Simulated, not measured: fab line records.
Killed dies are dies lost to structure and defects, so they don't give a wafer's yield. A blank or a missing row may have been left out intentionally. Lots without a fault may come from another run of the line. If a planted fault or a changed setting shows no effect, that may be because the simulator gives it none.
The tool behind it: which one? / flow nand-harc / 12 lots with 36 wafers sampled at 5 steps, on a route of 1302 steps

WHAT THE GAUGES READ, wafer by wafer
NHARC_P_M1_CD_MEAS_09: the cd target is 130 nm.
lot=L193; measured=day 6 08:17; on=cd-sem-03; cd-nm (nm)=129.6 129.8 128.9
lot=L197; measured=day 7 20:59; on=cd-sem-01; cd-nm (nm)=129.9 128.9 130.0
lot=L198; measured=day 8 02:08; on=cd-sem-02; cd-nm (nm)=129.2 130.1 129.0
lot=L200; measured=day 9 04:47; on=cd-sem-02; cd-nm (nm)=131.2 130.8 129.8
lot=L201; measured=day 9 17:20; on=cd-sem-02; cd-nm (nm)=130.4 130.4 130.8
lot=L202; measured=day 9 22:58; on=cd-sem-02; cd-nm (nm)=129.2 128.9 129.2
lot=L203; measured=day 10 11:43; on=cd-sem-02; cd-nm (nm)=129.6 129.0 128.5
lot=L204; measured=day 11 04:56; on=cd-sem-03; cd-nm (nm)=128.5 130.2 129.7
lot=L205; measured=day 11 07:52; on=cd-sem-03; cd-nm (nm)=130.2 130.6 129.7
lot=L212; measured=day 14 04:59; on=cd-sem-01; cd-nm (nm)=129.6 129.7 129.5
lot=L213; measured=day 14 22:22; on=cd-sem-01; cd-nm (nm)=129.9 131.5 130.7
lot=L216; measured=day 15 20:02; on=cd-sem-02; cd-nm (nm)=130.5 129.9 130.1

NHARC_END_SORT_01.
lot=L193; measured=day 24 20:38; on=prober-02; defect-limited-yield (%)=92.5 93.1 92.9; killed-at-array=49 40 44; killed-at-other=0 1 0; killed-at-periphery=2 6 4; killed-dies=51 47 48; killed-open=2 5 2; killed-short=4 4 1
lot=L197; measured=day 25 18:56; on=prober-02; defect-limited-yield (%)=86.7 88.8 88.2; killed-at-array=88 73 74; killed-at-other=0 3 0; killed-at-periphery=2 0 6; killed-dies=90 76 80; killed-open=3 2 5; killed-short=4 5 2
lot=L198; measured=day 26 00:35; on=prober-01; defect-limited-yield (%)=93.1 91.4 92.9; killed-at-array=43 49 45; killed-at-other=0 4 0; killed-at-periphery=4 5 3; killed-dies=47 58 48; killed-open=3 3 1; killed-short=1 3 2
lot=L200; measured=day 27 10:25; on=prober-02; defect-limited-yield (%)=88.0 87.4 87.1; killed-at-array=76 79 79; killed-at-other=0 0 1; killed-at-periphery=5 6 7; killed-dies=81 85 87; killed-open=2 0 2; killed-short=2 4 2
lot=L201; measured=day 27 15:47; on=prober-01; defect-limited-yield (%)=90.0 90.3 91.3; killed-at-array=54 59 48; killed-at-other=3 1 3; killed-at-periphery=11 6 8; killed-dies=68 66 59; killed-open=6 3 2; killed-short=2 2 2
lot=L202; measured=day 28 00:18; on=prober-02; defect-limited-yield (%)=90.8 90.8 90.1; killed-at-array=59 56 64; killed-at-other=0 0 0; killed-at-periphery=3 6 3; killed-dies=62 62 67; killed-open=1 1 1; killed-short=0 1 2
lot=L203; measured=day 28 01:10; on=prober-01; defect-limited-yield (%)=90.4 88.9 91.6; killed-at-array=58 67 52; killed-at-other=2 2 2; killed-at-periphery=5 6 3; killed-dies=65 75 57; killed-open=3 3 2; killed-short=2 1 2
lot=L204; measured=day 29 05:44; on=prober-02; defect-limited-yield (%)=88.9 91.1 88.3; killed-at-array=71 60 75; killed-at-other=0 0 2; killed-at-periphery=4 0 2; killed-dies=75 60 79; killed-open=2 2 2; killed-short=3 2 2
lot=L205; measured=day 29 09:46; on=prober-01; defect-limited-yield (%)=95.9 95.9 97.2; killed-at-array=24 23 15; killed-at-other=1 1 0; killed-at-periphery=3 4 4; killed-dies=28 28 19; killed-open=2 2 4; killed-short=3 2 2
lot=L212; measured=day 32 05:02; on=prober-01; defect-limited-yield (%)=86.3 84.9 88.5; killed-at-array=88 96 75; killed-at-other=0 2 0; killed-at-periphery=5 4 3; killed-dies=93 102 78; killed-open=4 2 2; killed-short=1 1 1
lot=L213; measured=day 32 09:05; on=prober-02; defect-limited-yield (%)=94.2 93.6 93.5; killed-at-array=32 37 37; killed-at-other=0 2 3; killed-at-periphery=7 4 4; killed-dies=39 43 44; killed-open=2 4 6; killed-short=2 4 4
lot=L216; measured=day 34 11:44; on=prober-02; defect-limited-yield (%)=89.4 88.6 87.0; killed-at-array=70 73 84; killed-at-other=0 1 3; killed-at-periphery=2 3 1; killed-dies=72 77 88; killed-open=1 3 5; killed-short=0 5 3

EACH LOT AND THE TOOL THAT RAN IT (in order: tool; ch and the chambers of the sampled wafers; start)
lot=L193; NHARC_P_M1_DESCUM_14=rie-diel-12 ch 0,1,3, day 6 08:28; NHARC_P_M1_ETCH_35=rie-diel-12 ch 0,3, day 6 08:34; NHARC_P_M1_PRE_CLEAN_30=pvd-sputter-02, day 24 20:38 or earlier
lot=L197; NHARC_P_M1_DESCUM_14=rie-diel-10 ch 0,1, day 7 21:10; NHARC_P_M1_ETCH_35=rie-diel-10 ch 2,3, day 7 21:14; NHARC_P_M1_PRE_CLEAN_30=pvd-sputter-02, day 25 18:56 or earlier
lot=L198; NHARC_P_M1_DESCUM_14=rie-diel-09 ch 0,1,2, day 8 02:20; NHARC_P_M1_ETCH_35=rie-diel-09 ch 0,1, day 8 02:25; NHARC_P_M1_PRE_CLEAN_30=pvd-sputter-01, day 26 00:35 or earlier
lot=L200; NHARC_P_M1_DESCUM_14=rie-diel-12 ch 1,2,3, day 9 04:58; NHARC_P_M1_ETCH_35=rie-diel-12 ch 1,2,3, day 9 05:03; NHARC_P_M1_PRE_CLEAN_30=pvd-sputter-01, day 27 10:25 or earlier
lot=L201; NHARC_P_M1_DESCUM_14=rie-diel-12 ch 0,3, day 9 17:31; NHARC_P_M1_ETCH_35=rie-diel-12 ch 2,3, day 9 17:36; NHARC_P_M1_PRE_CLEAN_30=pvd-sputter-03, day 27 15:47 or earlier
lot=L202; NHARC_P_M1_DESCUM_14=rie-diel-10 ch 0,2,3, day 9 23:10; NHARC_P_M1_ETCH_35=rie-diel-10 ch 1,2,3, day 9 23:15; NHARC_P_M1_PRE_CLEAN_30=pvd-sputter-03, day 28 00:18 or earlier
lot=L203; NHARC_P_M1_DESCUM_14=rie-diel-09 ch 0,3, day 10 11:54; NHARC_P_M1_ETCH_35=rie-diel-09 ch 1,2,3, day 10 11:59; NHARC_P_M1_PRE_CLEAN_30=pvd-sputter-03, day 28 01:10 or earlier
lot=L204; NHARC_P_M1_DESCUM_14=rie-diel-09 ch 0,1,3, day 11 05:09; NHARC_P_M1_ETCH_35=rie-diel-09 ch 0,1,3, day 11 05:13; NHARC_P_M1_PRE_CLEAN_30=pvd-sputter-02, day 29 05:44 or earlier
lot=L205; NHARC_P_M1_DESCUM_14=rie-diel-09 ch 0,1,3, day 11 08:04; NHARC_P_M1_ETCH_35=rie-diel-09 ch 0,1,3, day 11 08:09; NHARC_P_M1_PRE_CLEAN_30=pvd-sputter-01, day 29 09:46 or earlier
lot=L212; NHARC_P_M1_DESCUM_14=rie-diel-09 ch 0,1,2, day 14 05:10; NHARC_P_M1_ETCH_35=rie-diel-09 ch 0,2,3, day 14 05:14; NHARC_P_M1_PRE_CLEAN_30=pvd-sputter-01, day 32 05:02 or earlier
lot=L213; NHARC_P_M1_DESCUM_14=rie-diel-09 ch 1,2, day 14 22:33; NHARC_P_M1_ETCH_35=rie-diel-09 ch 0,1,2, day 14 22:39; NHARC_P_M1_PRE_CLEAN_30=pvd-sputter-02, day 32 09:05 or earlier
lot=L216; NHARC_P_M1_DESCUM_14=rie-diel-10 ch 1,2, day 15 20:14; NHARC_P_M1_ETCH_35=rie-diel-10 ch 2,3, day 15 20:20; NHARC_P_M1_PRE_CLEAN_30=pvd-sputter-02, day 34 11:44 or earlier
- NHARC_P_M1_DESCUM_14: chemistry O2, time 3 s.
- NHARC_P_M1_ETCH_35: etches the open film in N2/H2, target depth 40 nm, overetch 12 nm, time 43.94 s.
- NHARC_P_M1_PRE_CLEAN_30: time 30 s.

AS READ BY THE TOOLS THEMSELVES (means over the sampled wafers that have a number; for cases with no such wafer, the mark the record gives instead)
NHARC_P_M1_DESCUM_14.
lot=L193; tool=rie-diel-12; drypump-motor-current-A (A)=6.1; oes-product-au (a.u.)=0.999; rf-vpp-V (V)=57.7; showerhead-plenum-p-Torr (Torr)=1.94; throttle-valve-pct (%)=11.308
lot=L197; tool=rie-diel-10; drypump-motor-current-A (A)=5.5; oes-product-au (a.u.)=0.995; rf-vpp-V (V)=57.4; showerhead-plenum-p-Torr (Torr)=1.93; throttle-valve-pct (%)=11.310
lot=L198; tool=rie-diel-09; drypump-motor-current-A (A)=5.5; oes-product-au (a.u.)=1.002; rf-vpp-V (V)=58.1; showerhead-plenum-p-Torr (Torr)=1.89; throttle-valve-pct (%)=11.312
lot=L200; tool=rie-diel-12; drypump-motor-current-A (A)=6.0; oes-product-au (a.u.)=1.008; rf-vpp-V (V)=58.7; showerhead-plenum-p-Torr (Torr)=1.95; throttle-valve-pct (%)=11.313
lot=L201; tool=rie-diel-12; drypump-motor-current-A (A)=5.9; oes-product-au (a.u.)=1.007; rf-vpp-V (V)=57.7; showerhead-plenum-p-Torr (Torr)=1.94; throttle-valve-pct (%)=11.317
lot=L202; tool=rie-diel-10; drypump-motor-current-A (A)=5.7; oes-product-au (a.u.)=0.996; rf-vpp-V (V)=57.2; showerhead-plenum-p-Torr (Torr)=1.87; throttle-valve-pct (%)=11.313
lot=L203; tool=rie-diel-09; drypump-motor-current-A (A)=5.1; oes-product-au (a.u.)=0.988; rf-vpp-V (V)=57.5; showerhead-plenum-p-Torr (Torr)=1.84; throttle-valve-pct (%)=11.316
lot=L204; tool=rie-diel-09; drypump-motor-current-A (A)=5.2; oes-product-au (a.u.)=0.994; rf-vpp-V (V)=57.8; showerhead-plenum-p-Torr (Torr)=1.87; throttle-valve-pct (%)=11.304
lot=L205; tool=rie-diel-09; drypump-motor-current-A (A)=5.3; oes-product-au (a.u.)=0.997; rf-vpp-V (V)=57.5; showerhead-plenum-p-Torr (Torr)=1.87; throttle-valve-pct (%)=11.318
lot=L212; tool=rie-diel-09; drypump-motor-current-A (A)=5.5; oes-product-au (a.u.)=1.001; rf-vpp-V (V)=57.7; showerhead-plenum-p-Torr (Torr)=1.89; throttle-valve-pct (%)=11.309
lot=L213; tool=rie-diel-09; drypump-motor-current-A (A)=5.6; oes-product-au (a.u.)=1.005; rf-vpp-V (V)=58.9; showerhead-plenum-p-Torr (Torr)=1.94; throttle-valve-pct (%)=11.321
lot=L216; tool=rie-diel-10; drypump-motor-current-A (A)=5.6; oes-product-au (a.u.)=0.996; rf-vpp-V (V)=58.2; showerhead-plenum-p-Torr (Torr)=1.98; throttle-valve-pct (%)=11.315

NHARC_P_M1_ETCH_35.
lot=L193; tool=rie-diel-12; bias-w (W)=150.2; drypump-motor-current-A (A)=5.8; n2-flow-sccm (sccm)=149.9; oes-product-au (a.u.)=0.999; rf-fwd-power-W (W)=395.0; rf-vpp-V (V)=428.8; showerhead-plenum-p-Torr (Torr)=1.99; throttle-valve-pct (%)=14.174
lot=L197; tool=rie-diel-10; bias-w (W)=150.4; drypump-motor-current-A (A)=5.7; n2-flow-sccm (sccm)=149.8; oes-product-au (a.u.)=1.000; rf-fwd-power-W (W)=395.6; rf-vpp-V (V)=430.1; showerhead-plenum-p-Torr (Torr)=2.02; throttle-valve-pct (%)=14.166
lot=L198; tool=rie-diel-09; bias-w (W)=149.6; drypump-motor-current-A (A)=5.4; n2-flow-sccm (sccm)=150.1; oes-product-au (a.u.)=0.999; rf-fwd-power-W (W)=394.5; rf-vpp-V (V)=429.6; showerhead-plenum-p-Torr (Torr)=2.02; throttle-valve-pct (%)=14.173
lot=L200; tool=rie-diel-12; bias-w (W)=150.2; drypump-motor-current-A (A)=6.0; n2-flow-sccm (sccm)=149.9; oes-product-au (a.u.)=1.015; rf-fwd-power-W (W)=395.7; rf-vpp-V (V)=431.0; showerhead-plenum-p-Torr (Torr)=2.08; throttle-valve-pct (%)=14.169
lot=L201; tool=rie-diel-12; bias-w (W)=149.9; drypump-motor-current-A (A)=5.5; n2-flow-sccm (sccm)=150.0; oes-product-au (a.u.)=1.007; rf-fwd-power-W (W)=394.2; rf-vpp-V (V)=430.0; showerhead-plenum-p-Torr (Torr)=2.03; throttle-valve-pct (%)=14.164
lot=L202; tool=rie-diel-10; bias-w (W)=150.1; drypump-motor-current-A (A)=5.6; n2-flow-sccm (sccm)=150.6; oes-product-au (a.u.)=1.003; rf-fwd-power-W (W)=394.0; rf-vpp-V (V)=430.7; showerhead-plenum-p-Torr (Torr)=2.05; throttle-valve-pct (%)=14.169
lot=L203; tool=rie-diel-09; bias-w (W)=149.9; drypump-motor-current-A (A)=5.5; n2-flow-sccm (sccm)=149.6; oes-product-au (a.u.)=0.991; rf-fwd-power-W (W)=394.7; rf-vpp-V (V)=430.0; showerhead-plenum-p-Torr (Torr)=2.04; throttle-valve-pct (%)=14.173
lot=L204; tool=rie-diel-09; bias-w (W)=150.2; drypump-motor-current-A (A)=5.2; n2-flow-sccm (sccm)=149.9; oes-product-au (a.u.)=0.997; rf-fwd-power-W (W)=396.1; rf-vpp-V (V)=429.4; showerhead-plenum-p-Torr (Torr)=1.99; throttle-valve-pct (%)=14.177
lot=L205; tool=rie-diel-09; bias-w (W)=150.5; drypump-motor-current-A (A)=5.2; n2-flow-sccm (sccm)=149.6; oes-product-au (a.u.)=1.004; rf-fwd-power-W (W)=394.7; rf-vpp-V (V)=429.7; showerhead-plenum-p-Torr (Torr)=1.99; throttle-valve-pct (%)=14.174
lot=L212; tool=rie-diel-09; bias-w (W)=150.0; drypump-motor-current-A (A)=5.4; n2-flow-sccm (sccm)=149.9; oes-product-au (a.u.)=0.952; rf-fwd-power-W (W)=396.8; rf-vpp-V (V)=428.2; showerhead-plenum-p-Torr (Torr)=1.97; throttle-valve-pct (%)=14.179
lot=L213; tool=rie-diel-09; bias-w (W)=150.1; drypump-motor-current-A (A)=5.6; n2-flow-sccm (sccm)=149.9; oes-product-au (a.u.)=0.950; rf-fwd-power-W (W)=397.0; rf-vpp-V (V)=430.5; showerhead-plenum-p-Torr (Torr)=2.01; throttle-valve-pct (%)=14.170
lot=L216; tool=rie-diel-10; bias-w (W)=149.8; drypump-motor-current-A (A)=5.7; n2-flow-sccm (sccm)=149.8; oes-product-au (a.u.)=1.004; rf-fwd-power-W (W)=395.5; rf-vpp-V (V)=428.4; showerhead-plenum-p-Torr (Torr)=1.95; throttle-valve-pct (%)=14.178

NHARC_P_M1_PRE_CLEAN_30.
lot=L193; tool=pvd-sputter-02; heater-power-w (W)=391
lot=L197; tool=pvd-sputter-02; heater-power-w (W)=376
lot=L198; tool=pvd-sputter-01; heater-power-w (W)=412
lot=L200; tool=pvd-sputter-01; heater-power-w (W)=448
lot=L201; tool=pvd-sputter-03; heater-power-w (W)=447
lot=L202; tool=pvd-sputter-03; heater-power-w (W)=432
lot=L203; tool=pvd-sputter-03; heater-power-w (W)=400
lot=L204; tool=pvd-sputter-02; heater-power-w (W)=420
lot=L205; tool=pvd-sputter-01; heater-power-w (W)=419
lot=L212; tool=pvd-sputter-01; heater-power-w (W)=435
lot=L213; tool=pvd-sputter-02; heater-power-w (W)=381
lot=L216; tool=pvd-sputter-02; heater-power-w (W)=402

THE ANSWER, worked out from the rows above alone
Rule: the lots themselves supply what counts as usual. Put in order of their means at a reading, lots are off if they are a third of the lots or fewer, leave a main group of 4 or more, and stand apart from it by a gap of 3 or more times the standard deviation of the main group's means; of several such gaps the widest counts. Not used: any main group whose means are identical at the precision the tables above print for the reading. A lot without any number at a reading at which 4 lots or more have one is off too. All remaining lots with rows at the step are treated as sound. After the gauges, taken in route order, come the tools' own readings; for these a lot's mean is taken, as printed above. The first step at which some lot is off is used, and at that step the reading that is off furthest; a lot without a number counts as furthest.
Off: L212, L213 (NHARC_P_M1_ETCH_35, oes-product-au). The main group has a mean of 1.002 a.u. with a standard deviation of 0.0061.
If a tool, at that step or one of the process steps before it, ran each lot that is off and ran no sound lot following the first of them, it fits. One candidate fits, namely rie-diel-09 at NHARC_P_M1_DESCUM_14 and NHARC_P_M1_ETCH_35. At NHARC_P_M1_DESCUM_14 its last sound lot is L205 (day 11 08:04), its first lot that is off L212 (day 14 05:10): a fault that began between those two fits.

WHAT THE SIMULATOR HAD PUT IN
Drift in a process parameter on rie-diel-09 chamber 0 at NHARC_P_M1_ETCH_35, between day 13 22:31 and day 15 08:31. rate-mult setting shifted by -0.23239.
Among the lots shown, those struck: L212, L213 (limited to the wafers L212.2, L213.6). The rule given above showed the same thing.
